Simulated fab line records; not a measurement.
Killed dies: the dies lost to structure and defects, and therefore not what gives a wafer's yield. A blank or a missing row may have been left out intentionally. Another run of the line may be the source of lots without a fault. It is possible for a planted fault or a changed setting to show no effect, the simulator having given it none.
Which tool did it? ; flow n5-finfet ; 12 lots with 36 wafers sampled at 3 steps, on a route of 1938 steps

## WHAT THE GAUGES READ, wafer by wafer
N5_BEOL_M2_RS_MEAS_58: measurement is done with a four-point probe.
lot;measured;on;M2_RS (ohm/sq)
L075;day 7 13:22;film-metro-01;0.683 0.677 0.722
L079;day 8 07:47;film-metro-01;0.649 0.666 0.650
L078;day 8 15:40;film-metro-02;0.630 0.650 0.650
L080;day 9 13:01;film-metro-02;0.637 0.645 0.627
L082;day 10 08:00;film-metro-01;0.645 0.646 0.635
L085;day 10 14:21;film-metro-02;0.627 0.671 0.659
L087;day 10 15:39;film-metro-02;0.667 0.667 0.662
L088;day 11 07:01;film-metro-02;0.686 0.686 0.699
L091;day 11 13:31;film-metro-02;0.633 0.640 0.636
L093;day 12 11:31;film-metro-02;0.626 0.641 0.641
L095;day 13 09:03;film-metro-01;0.602 0.627 0.635
L097;day 14 02:37;film-metro-02;0.644 0.701 0.708

## TOOL THAT RAN EACH LOT (tool first, then ch and the chambers of the sampled wafers, then the start)
lot;N5_BEOL_M2_ETCH_70;N5_BEOL_M2_ANNEAL_87
L075;rie-diel-04 ch 0,2,3, day 7 07:21;pvd-sputter-03, day 7 10:55
L079;rie-diel-01 ch 2,3, day 8 03:16;pvd-sputter-01, day 8 05:40
L078;rie-diel-01 ch 2,3, day 8 11:10;pvd-sputter-02, day 8 13:36
L080;rie-diel-01 ch 0,1,3, day 9 08:43;pvd-sputter-02, day 9 10:56
L082;rie-diel-01 ch 0,2,3, day 10 01:40;pvd-sputter-01, day 10 05:53
L085;rie-diel-04 ch 1,2,3, day 10 09:18;pvd-sputter-02, day 10 11:39
L087;rie-diel-01 ch 1,2, day 10 10:03;pvd-sputter-01, day 10 13:33
L088;rie-diel-03 ch 0,3, day 11 00:51;pvd-sputter-03, day 11 04:57
L091;rie-diel-04 ch 0,1,2, day 11 05:53;pvd-sputter-03, day 11 08:33
L093;rie-diel-01 ch 1,2,3, day 12 04:40;pvd-sputter-02, day 12 07:20
L095;rie-diel-04 ch 0,3, day 13 03:27;pvd-sputter-03, day 13 06:16
L097;rie-diel-01 ch 0,1,2, day 13 21:40;pvd-sputter-03, day 14 00:28
- N5_BEOL_M2_ETCH_70: etches SOC in N2/H2, target depth 80 nm, overetch 24 nm, time 130 s.
- N5_BEOL_M2_ANNEAL_87: time 240 s.

## THE ANSWER, worked out from the rows above alone
Rule: the lots themselves supply what counts as usual. Put in order of their means at a reading, lots are off if they are a third of the lots or fewer, leave a main group of 4 or more, and stand apart from it by a gap of 3 or more times the standard deviation of the main group's means; of several such gaps the widest counts. A main group whose means are all the same, to the digits that the tables above print for the reading, isn't used. Also off: a lot with no number at a reading for which 4 or more lots have one. Any other lot the step has rows for is counted as sound.
Across all readings shown, no lot is off: no conclusion can be drawn from this.

## WHAT THE SIMULATOR HAD PUT IN
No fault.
